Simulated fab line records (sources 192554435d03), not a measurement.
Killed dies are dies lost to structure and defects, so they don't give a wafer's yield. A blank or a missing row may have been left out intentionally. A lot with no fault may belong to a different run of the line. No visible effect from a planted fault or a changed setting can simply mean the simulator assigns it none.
Problem report, 8D (eight disciplines) form, completed by code -- flow n5-finfet -- the parts of the form that need people (team, actions taken, sign-off) are left out

## 1. WHAT WENT WRONG
Wafers with no fault read 165.9 s with a standard deviation of 0.7, whereas run-length-s at N5_BEOL_M6_CVD_78 reads a mean of 168.9 s on 1 wafer of 1 lot. That puts it +4.3 standard deviations away from the usual mean.
The step: deposits Co from CCTBA/H2, target thk 2 nm, time 142.3 s.
Seen first at day 11 14:52 on cvd-co-01, wafer L484.1. At this step, 35 wafers from 13 lots have a number in the record. Rule for "out", or "out of limits": more than 4 standard deviations from the usual mean. All remaining wafers that have a number are taken as sound.

## 2. WHAT THIS IS AND IS NOT
question,is,is not
which readings at this step,run-length-s,-
which lots,L484,"L476, L478, L481, L482, L488, L491, L493, L495, L496, L497, L498, L499"
which wafers of those lots,all that have a number,-
read on which tools,cvd-co-01,cvd-co-02
when,from day 11 14:52,"up to then (12 sound wafers); but 22 sound wafers of L488, L491, L493, L495, L496, L497, L498, L499 came after"

## 3. THE SUSPECTS, EACH WITH WHAT RULES IT OUT
Counting: a tool at a process step up to the reading stays a suspect if it ran every lot that is out and no sound lot after the first of them.
- uv-cure-02 at N5_BEOL_M6_CURE_75 (cures SiCOH lowk, time 120 s): ruled out as a lasting fault. After its first lot that is out, L484 (day 11 13:33), sound lots L499 ran on it.
- cvd-co-01 at N5_BEOL_M6_CVD_78 (deposits Co from CCTBA/H2, target thk 2 nm, time 142.3 s): ruled out as a lasting fault. After its first lot that is out, L484 (day 11 14:52), sound lots L488, L497, L496, L498, L499 ran on it.
Left after counting: nothing in the record.

## 4. THE CAUSE (what the simulator had put in)
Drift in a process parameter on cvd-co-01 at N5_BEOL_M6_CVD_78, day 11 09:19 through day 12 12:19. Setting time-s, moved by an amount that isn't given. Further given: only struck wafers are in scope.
Counting ruled it out, wrongly.

## 5. THE CHAIN OF EFFECTS, in route order
Rows list readings where the struck wafers' mean (over those with a number) sits beyond 3 standard deviations from the usual. Only readings for which the record gives a usual standard deviation are gone through. hours: the time from each lot's start at the first step in this table that gives one to its start at this step, as a median over the lots. sigmas: the change in usual standard deviations.
hours,step,reading,usual,on struck wafers,change,sigmas
0,N5_BEOL_M6_CVD_78,run-length-s,165.9 s,168.9,+3.0,+4.3
Its process steps:
- N5_BEOL_M6_CVD_78: deposits Co from CCTBA/H2, target thk 2 nm, time 142.3 s.
Later steps that measure or inspect, where all struck wafers having a row at the step show a number for every such reading and not one has moved that far: N5_BEOL_M6_RS_MEAS_57.

## 6. HOW IT WOULD HAVE BEEN CAUGHT EARLIER
The fault began at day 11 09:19; the first out-of-limits reading in this record came at day 11 14:52, 6 hours later.
